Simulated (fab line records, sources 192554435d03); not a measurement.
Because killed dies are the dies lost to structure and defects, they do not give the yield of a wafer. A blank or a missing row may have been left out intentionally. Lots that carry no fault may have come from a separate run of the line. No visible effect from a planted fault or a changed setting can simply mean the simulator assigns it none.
Matching of chambers || flow n5-finfet || N5_HKMG_FIN_CVD_62 on thermal-cvd-si-02 has 3 sister chambers
The step deposits a-Si from Si2H6, target thk 3 nm, time 20.8 s. 6 wafers are shown with their chamber, then 11 later ones without.

## WAFERS WITH THEIR CHAMBER
{"wafer": "L081.3", "chamber": 0, "heater-power-w (W)": 1287, "chamber-pressure-Torr (Torr)": 1.0015}
{"wafer": "L085.5", "chamber": 0, "heater-power-w (W)": 1314, "chamber-pressure-Torr (Torr)": 1.0044}
{"wafer": "L087.2", "chamber": 1, "heater-power-w (W)": 1515, "chamber-pressure-Torr (Torr)": 0.9994}
{"wafer": "L087.3", "chamber": 2, "heater-power-w (W)": 1336, "chamber-pressure-Torr (Torr)": 0.9999}
{"wafer": "L087.4", "chamber": 2, "heater-power-w (W)": 1301, "chamber-pressure-Torr (Torr)": 1.0015}
{"wafer": "L089.4", "chamber": 1, "heater-power-w (W)": 1540, "chamber-pressure-Torr (Torr)": 0.9988}

## WAFERS WITH NO CHAMBER GIVEN
{"wafer": "L089.5", "heater-power-w (W)": 1297, "chamber-pressure-Torr (Torr)": 1.0008}
{"wafer": "L089.6", "heater-power-w (W)": 1270, "chamber-pressure-Torr (Torr)": 1.0009}
{"wafer": "L091.1", "heater-power-w (W)": 1262, "chamber-pressure-Torr (Torr)": 1.0003}
{"wafer": "L091.2", "heater-power-w (W)": 1294, "chamber-pressure-Torr (Torr)": 0.9984}
{"wafer": "L091.5", "heater-power-w (W)": 1257, "chamber-pressure-Torr (Torr)": 1.0007}
{"wafer": "L093.1", "heater-power-w (W)": 1316, "chamber-pressure-Torr (Torr)": 0.9999}
{"wafer": "L093.2", "heater-power-w (W)": 1548, "chamber-pressure-Torr (Torr)": 1.0030}
{"wafer": "L093.3", "heater-power-w (W)": 1270, "chamber-pressure-Torr (Torr)": 0.9996}
{"wafer": "L097.1", "heater-power-w (W)": 1288, "chamber-pressure-Torr (Torr)": 1.0000}
{"wafer": "L097.3", "heater-power-w (W)": 1555, "chamber-pressure-Torr (Torr)": 0.9976}
{"wafer": "L097.6", "heater-power-w (W)": 1309, "chamber-pressure-Torr (Torr)": 1.0022}

## CHAMBER TAKEN BY EACH
{"wafer": "L089.5", "from the rows above": "can't be placed: 2 or 0", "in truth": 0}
{"wafer": "L089.6", "from the rows above": "can't be placed: 0 or 2", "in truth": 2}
{"wafer": "L091.1", "from the rows above": "can't be placed: 0 or 2", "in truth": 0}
{"wafer": "L091.2", "from the rows above": "can't be placed: 2 or 0", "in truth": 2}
{"wafer": "L091.5", "from the rows above": "can't be placed: 0 or 2", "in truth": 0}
{"wafer": "L093.1", "from the rows above": "can't be placed: 2 or 0", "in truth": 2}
{"wafer": "L093.2", "from the rows above": 1, "in truth": 1}
{"wafer": "L093.3", "from the rows above": "can't be placed: 2 or 0", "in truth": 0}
{"wafer": "L097.1", "from the rows above": "can't be placed: 2 or 0", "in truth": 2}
{"wafer": "L097.3", "from the rows above": 1, "in truth": 1}
{"wafer": "L097.6", "from the rows above": "can't be placed: 0 or 2", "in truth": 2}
Placed correctly: 2 of 11. From these rows, 9 cannot be placed; in 9 the true chamber is one of the candidates. Number placed wrongly: 0.
How it was worked out, from the rows above alone: a wafer's distance from a chamber is the root of the sum, over the readings, of the square of ((its reading less the chamber's mean) divided by the reading's scatter). If the next closest chamber is less than 2 further off than the closest, the wafer can't be placed; otherwise it belongs to the closest. The mean given for a chamber averages the wafers shown for that chamber. How the scatter is found: for the shown wafers, subtract from each reading the mean of its chamber, square and add these, divide the total by (wafers less chambers), then take the root.
